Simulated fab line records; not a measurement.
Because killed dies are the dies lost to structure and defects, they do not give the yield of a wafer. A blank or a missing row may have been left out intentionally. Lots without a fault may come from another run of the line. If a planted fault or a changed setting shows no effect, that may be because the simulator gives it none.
Chamber matching || flow n5Finfet || N5_BEOL_M7_DEP_56 on pecvd-02 has 3 sister chambers
The step deposits SiCN from 3MS/NH3, target thk 10 nm, time 17.5 s. 16 wafers are shown with their chamber, then 8 later ones without.

WAFERS, EACH WITH ITS CHAMBER
{"wafer": "L080.3", "chamber": 1, "showerheadVppV (V)": 919, "throttleValvePct (%)": 8.8, "showerheadPlenumPTorr (Torr)": 3.671}
{"wafer": "L080.4", "chamber": 0, "showerheadVppV (V)": 871, "throttleValvePct (%)": 9.6, "showerheadPlenumPTorr (Torr)": 3.673}
{"wafer": "L080.5", "chamber": 2, "showerheadVppV (V)": 814, "throttleValvePct (%)": 8.5, "showerheadPlenumPTorr (Torr)": 3.666}
{"wafer": "L083.3", "chamber": 2, "showerheadVppV (V)": 820, "throttleValvePct (%)": 8.4, "showerheadPlenumPTorr (Torr)": 3.674}
{"wafer": "L083.5", "chamber": 2, "showerheadVppV (V)": 804, "throttleValvePct (%)": 8.5, "showerheadPlenumPTorr (Torr)": 3.662}
{"wafer": "L083.6", "chamber": 0, "showerheadVppV (V)": 869, "throttleValvePct (%)": 9.7, "showerheadPlenumPTorr (Torr)": 3.669}
{"wafer": "L085.3", "chamber": 0, "showerheadVppV (V)": 881, "throttleValvePct (%)": 9.6, "showerheadPlenumPTorr (Torr)": 3.672}
{"wafer": "L085.4", "chamber": 0, "showerheadVppV (V)": 868, "throttleValvePct (%)": 9.6, "showerheadPlenumPTorr (Torr)": 3.685}
{"wafer": "L085.5", "chamber": 1, "showerheadVppV (V)": 912, "throttleValvePct (%)": 8.9, "showerheadPlenumPTorr (Torr)": 3.671}
{"wafer": "L087.1", "chamber": 1, "showerheadVppV (V)": 927, "throttleValvePct (%)": 8.9, "showerheadPlenumPTorr (Torr)": 3.676}
{"wafer": "L087.2", "chamber": 0, "showerheadVppV (V)": 856, "throttleValvePct (%)": 9.9, "showerheadPlenumPTorr (Torr)": 3.685}
{"wafer": "L087.3", "chamber": 2, "showerheadVppV (V)": 818, "throttleValvePct (%)": 8.7, "showerheadPlenumPTorr (Torr)": 3.679}
{"wafer": "L086.3", "chamber": 0, "showerheadVppV (V)": 870, "throttleValvePct (%)": 9.6, "showerheadPlenumPTorr (Torr)": 3.676}
{"wafer": "L086.4", "chamber": 0, "showerheadVppV (V)": 874, "throttleValvePct (%)": 9.7, "showerheadPlenumPTorr (Torr)": 3.665}
{"wafer": "L086.6", "chamber": 2, "showerheadVppV (V)": 826, "throttleValvePct (%)": 8.5, "showerheadPlenumPTorr (Torr)": 3.672}
{"wafer": "L088.1", "chamber": 0, "showerheadVppV (V)": 874, "throttleValvePct (%)": 9.6, "showerheadPlenumPTorr (Torr)": 3.674}

SIGNATURES, as means of the wafers listed above
{"reading": "showerheadVppV", "chamber 0": 870.38, "chamber 1": 919.33, "chamber 2": 816.40, "scatter within a chamber": 7.51}
{"reading": "throttleValvePct", "chamber 0": 9.662, "chamber 1": 8.867, "chamber 2": 8.520, "scatter within a chamber": 0.101}
{"reading": "showerheadPlenumPTorr", "chamber 0": 3.67488, "chamber 1": 3.67267, "chamber 2": 3.67060, "scatter within a chamber": 0.00649}
Rule: a wafer's distance from a chamber is the root of the sum, over the readings, of the square of ((its reading less the chamber's mean) divided by the reading's scatter). The wafer belongs to the nearest chamber; if the next one is less than 2 further off, it can't be placed. The scatter: the root of (the sum of the squares of (reading less its chamber's mean) over the shown wafers, divided by (wafers less chambers)).

WAFERS WITHOUT THEIR CHAMBER
{"wafer": "L088.4", "showerheadVppV (V)": 872, "throttleValvePct (%)": 9.9, "showerheadPlenumPTorr (Torr)": 3.687}
{"wafer": "L088.6", "showerheadVppV (V)": 821, "throttleValvePct (%)": 8.9, "showerheadPlenumPTorr (Torr)": 3.661}
{"wafer": "L092.4", "showerheadVppV (V)": 935, "throttleValvePct (%)": 9.1, "showerheadPlenumPTorr (Torr)": 3.668}
{"wafer": "L092.5", "showerheadVppV (V)": 862, "throttleValvePct (%)": 9.8, "showerheadPlenumPTorr (Torr)": 3.665}
{"wafer": "L092.6", "showerheadVppV (V)": 819, "throttleValvePct (%)": 8.7, "showerheadPlenumPTorr (Torr)": 3.673}
{"wafer": "L096.1", "showerheadVppV (V)": 858, "throttleValvePct (%)": 9.6, "showerheadPlenumPTorr (Torr)": 3.673}
{"wafer": "L096.3", "showerheadVppV (V)": 919, "throttleValvePct (%)": 9.1, "showerheadPlenumPTorr (Torr)": 3.657}
{"wafer": "L096.5", "showerheadVppV (V)": 814, "throttleValvePct (%)": 8.9, "showerheadPlenumPTorr (Torr)": 3.668}

THE CHAMBER EACH PASSED THROUGH
{"wafer": "L088.4", "from the rows above": 0, "in truth": 0}
{"wafer": "L088.6", "from the rows above": 2, "in truth": 2}
{"wafer": "L092.4", "from the rows above": 1, "in truth": 1}
{"wafer": "L092.5", "from the rows above": 0, "in truth": 0}
{"wafer": "L092.6", "from the rows above": 2, "in truth": 2}
{"wafer": "L096.1", "from the rows above": 0, "in truth": 0}
{"wafer": "L096.3", "from the rows above": 1, "in truth": 1}
{"wafer": "L096.5", "from the rows above": 2, "in truth": 2}
8 of 8 placed correctly. Left unplaced by these rows: 0. Placed wrongly: 0.
